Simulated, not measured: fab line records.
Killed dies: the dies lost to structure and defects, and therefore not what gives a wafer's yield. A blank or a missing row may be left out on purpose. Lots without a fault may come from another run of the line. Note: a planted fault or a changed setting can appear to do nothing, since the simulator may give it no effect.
Struck lot and sound lot, side by side / flow n5Finfet / 27 steps out of a route of 1938
Sound: the wafers L688.2, L688.3, L688.6. Wafers L679.1, L679.3, L679.6 were the ones struck. The cause is given at the end.
Each step with rows lists, per side, the tool, then ch with its chambers, then its first start. Under that, the readings that differ: sound wafers / struck wafers / difference of the means / sigmas: that difference in standard deviations of wafers without a fault.
alike: words and numbers the same on both sides, and readings whose means are apart by under 2 such deviations; not compared: readings that were withheld, readings missing a value for some wafer, numbers with overlapping values and no deviation given by the record, and bounds like >300 which may hide the same value.
A row with sigmas, a row that says differs or no value, or rows on one side alone: a step with any of these is where the two part. When numbers do not overlap yet have no deviation, they are printed without sigmas and do not part them. A reading that every wafer of one side lacks parts them only if that side has two wafers or more.

first, 11 steps without rows for these wafers: N5_MOL_CONTACT_COAG_STRIP_92 (strips in N2/H2); N5_MOL_CONTACT_COAG_STRIP_93 (strips in N2/H2); N5_MOL_CONTACT_COAG_ETCHBACK_135 (etches SiO2 in CHF3, target depth 25 nm, time 16.7 s); N5_MOL_CONTACT_COAG_STRIP_118 (strips in CHF3); N5_MOL_CONTACT_COAG_VIA_ETCH_46 (etches SiO2 in C4F6/O2, target depth 46 nm, overetch 9.2 nm, time 40 s); N5_MOL_CONTACT_COAG_STRIP_96 (strips in N2/H2); N5_MOL_CONTACT_COAG_ETCH_47 (etches SiNx in CH3F/O2, stops on W, target depth 27 nm); N5_MOL_CONTACT_COAG_STRIP_119 (strips in N2/H2, time 30 s); N5_MOL_CONTACT_COAG_PRECLEAN_144 (cleans in alkaline clean, time 60 s); N5_MOL_CONTACT_COAG_SRD_145 (time 30 s); N5_MOL_CONTACT_COAG_COAT_62 (time 60 s, resist thk 60 nm).
N5_MOL_CONTACT_COAG_COAT_63: time 60 s, resist thk 10 nm.
  sound on lithoTrack-04 ch 0, day 10 02:17; struck on lithoTrack-01 ch 0, day 7 23:44
reading=spinSpeedRpm (rpm); sound=1499.9 1498.7 1499.4; struck=1575.5 1578.2 1578.5; difference=+78.1; sigmas=+79
  alike: dispensePressureKPa
then, 9 steps without rows for these wafers: N5_MOL_CONTACT_COAG_COAT_64 (time 60 s, resist thk 10 nm); N5_MOL_CONTACT_COAG_COAT_34 (resist thk 40 nm); N5_MOL_CONTACT_COAG_EBR_36; N5_MOL_CONTACT_COAG_SOFTBAKE_35 (time 60 s); N5_MOL_CONTACT_COAG_EXPOSE_37 (exposes mask VD, defocus 0 nm); N5_MOL_CONTACT_COAG_PEB_38 (peb time 60 s); N5_MOL_CONTACT_COAG_DEVELOP_39 (develop time 30 s); N5_MOL_CONTACT_COAG_DESCUM_45 (chemistry O2, time 7 s); N5_MOL_CONTACT_COAG_ETCH_65 (etches underlayer in N2/H2, target depth 13 nm, time 10.4 s).
N5_MOL_CONTACT_COAG_ETCH_66: etches SiARC in CF4, target depth 13 nm, time 21.7 s.
  sound on rieDiel-03 ch 2,3, day 10 02:52; struck on rieDiel-03 ch 1,2, day 8 00:13
reading=model.etch.depthNm (nm); sound=10.01 9.994 9.982; struck=9.73 9.709 9.743; difference=-0.27; sigmas=
  alike: drypumpMotorCurrentA, etchRfOnTimeS, oesProductAu, rfVppV, showerheadPlenumPTorr, throttleValvePct
  not compared: rfHoursCounterH
then, 2 steps without rows for these wafers: N5_MOL_CONTACT_COAG_ALD_133 (deposits SiO2, target thk 5 nm, pulse time 1 s, co reactant pulse time 1 s); N5_MOL_CONTACT_COAG_ETCHBACK_134 (etches SiO2 in CHF3, target depth 10 nm, time 6.7 s).
N5_MOL_CONTACT_COAG_ETCH_67: etches SOC in N2/H2, target depth 60 nm, overetch 21 nm, time 101.2 s.
  sound on rieDiel-03 ch 0,2,3, day 10 03:10; struck on rieDiel-06 ch 0,2, day 8 00:44
  alike: drypumpMotorCurrentA, oesProductAu, rfVppV, showerheadPlenumPTorr, throttleValvePct
  not compared: rfHoursCounterH, model.SiARC_of_MOL_CONTACT_COAG_COAT_63.thkNm
then, 1 step without rows for these wafers: N5_MOL_CONTACT_COAG_STRIP_68 (strips in N2/H2).
-- the record jumps here: 3 days lie between the struck wafers' starts before and after (it left off in module MOL_CONTACT_COAG and takes up again in module BEOL_M4, whose first step shown is number 1111 of the route) --
N5_BEOL_M4_RC_MEAS_101:
  sound on prober-01 ch 0, day 12 22:34; struck on prober-01 ch 0, day 10 12:46
reading=DIBL_N (mV/V); sound=37.4 38.9 39.5; struck=37.1 34.6 33.0; difference=-3.7; sigmas=-3
reading=DIBL_P (mV/V); sound=37.1 38.8 39.1; struck=36.4 33.9 31.1; difference=-4.5; sigmas=-3
reading=IOFF_N (nA/um); sound=0.166 0.193 0.201; struck=0.171 0.134 0.109; difference=-0.049; sigmas=-2
reading=IOFF_P (nA/um); sound=0.23 0.27 0.27; struck=0.21 0.18 0.15; difference=-0.08; sigmas=-2
  alike: ION_N, ION_P, SS_N, SS_P, VT_N, VT_P

WHERE THEY PART
At N5_MOL_CONTACT_COAG_COAT_63 first; at N5_BEOL_M4_RC_MEAS_101 last (within this record only).

WHY: what the simulator had put in
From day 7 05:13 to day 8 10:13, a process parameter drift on lithoTrack-01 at N5_MOL_CONTACT_COAG_COAT_63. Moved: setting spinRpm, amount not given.
